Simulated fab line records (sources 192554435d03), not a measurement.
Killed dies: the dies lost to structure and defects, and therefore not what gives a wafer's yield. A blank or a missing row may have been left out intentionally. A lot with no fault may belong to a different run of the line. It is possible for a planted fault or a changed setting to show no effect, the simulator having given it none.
Matching of chambers + flow n5Finfet + N5_BEOL_M4_STRIP_19 on rieDiel-05 has 4 sister chambers
The step strips in O2. 20 wafers are shown with their chamber, then 10 later ones without.

== WAFERS WITH THEIR CHAMBER ==
| wafer  | chamber | drypumpMotorCurrentA (A) | showerheadPlenumPTorr (Torr) | throttleValvePct (%) |
|--------|---------|--------------------------|------------------------------|----------------------|
| L077.4 | 2       | 5.1                      | 2.00                         | 16.76                |
| L077.5 | 2       | 5.1                      | 2.00                         | 16.78                |
| L077.6 | 1       | 6.0                      | 2.06                         | 16.79                |
| L080.1 | 0       | 5.1                      | 2.08                         | 16.74                |
| L080.4 | 2       | 5.1                      | 2.00                         | 16.77                |
| L080.5 | 0       | 5.1                      | 2.08                         | 16.75                |
| L083.2 | 1       | 6.0                      | 2.06                         | 16.34                |
| L083.5 | 1       | 6.0                      | 2.06                         | 16.32                |
| L083.6 | 2       | 5.1                      | 1.99                         | 16.81                |
| L087.2 | 3       | 5.7                      | 2.07                         | 17.16                |
| L087.3 | 2       | 5.1                      | 1.99                         | 16.82                |
| L087.6 | 3       | 5.7                      | 2.07                         | 17.16                |
| L086.3 | 1       | 6.0                      | 2.06                         | 16.33                |
| L086.4 | 3       | 5.8                      | 2.07                         | 17.16                |
| L086.5 | 1       | 6.0                      | 2.06                         | 16.33                |
| L090.1 | 1       | 6.0                      | 2.06                         | 16.33                |
| L090.2 | 3       | 5.8                      | 2.06                         | 17.18                |
| L090.6 | 0       | 5.1                      | 2.07                         | 16.31                |
| L092.3 | 0       | 5.1                      | 2.07                         | 16.34                |
| L092.4 | 0       | 5.1                      | 2.07                         | 16.33                |

SIGNATURES (averages over the wafers above)
| reading               | chamber 0 | chamber 1 | chamber 2 | chamber 3 | scatter within a chamber |
|-----------------------|-----------|-----------|-----------|-----------|--------------------------|
| drypumpMotorCurrentA  | 5.100     | 6.000     | 5.100     | 5.750     | 0.025                    |
| showerheadPlenumPTorr | 2.0740    | 2.0600    | 1.9960    | 2.0675    | 0.00444                  |
| throttleValvePct      | 16.4940   | 16.4067   | 16.7880   | 17.1650   | 0.156                    |
Rule: a wafer's distance from a chamber is the root of the sum, over the readings, of the square of ((its reading less the chamber's mean) divided by the reading's scatter). If the next closest chamber is less than 2 further off than the closest, the wafer can't be placed; otherwise it belongs to the closest. The scatter: the root of (the sum of the squares of (reading less its chamber's mean) over the shown wafers, divided by (wafers less chambers)).

== WAFERS WITHOUT THEIR CHAMBER ==
| wafer  | drypumpMotorCurrentA (A) | showerheadPlenumPTorr (Torr) | throttleValvePct (%) |
|--------|--------------------------|------------------------------|----------------------|
| L092.6 | 5.1                      | 1.99                         | 16.82                |
| L095.2 | 6.0                      | 2.05                         | 16.36                |
| L095.5 | 6.0                      | 2.05                         | 16.38                |
| L095.6 | 5.1                      | 2.07                         | 16.35                |
| L096.1 | 5.1                      | 2.07                         | 16.35                |
| L096.2 | 6.0                      | 2.05                         | 16.37                |
| L096.3 | 5.1                      | 1.98                         | 16.85                |
| L097.1 | 5.1                      | 2.07                         | 16.35                |
| L097.2 | 6.0                      | 2.05                         | 16.38                |
| L097.4 | 5.1                      | 1.98                         | 16.86                |

== THE CHAMBER EACH PASSED THROUGH ==
| wafer  | from the rows above | in truth |
|--------|---------------------|----------|
| L092.6 | 2                   | 2        |
| L095.2 | 1                   | 1        |
| L095.5 | 1                   | 1        |
| L095.6 | 0                   | 0        |
| L096.1 | 0                   | 0        |
| L096.2 | 1                   | 1        |
| L096.3 | 2                   | 2        |
| L097.1 | 0                   | 0        |
| L097.2 | 1                   | 1        |
| L097.4 | 2                   | 2        |
10 of 10 placed correctly. Number that these rows cannot place: 0. Number placed wrongly: 0.
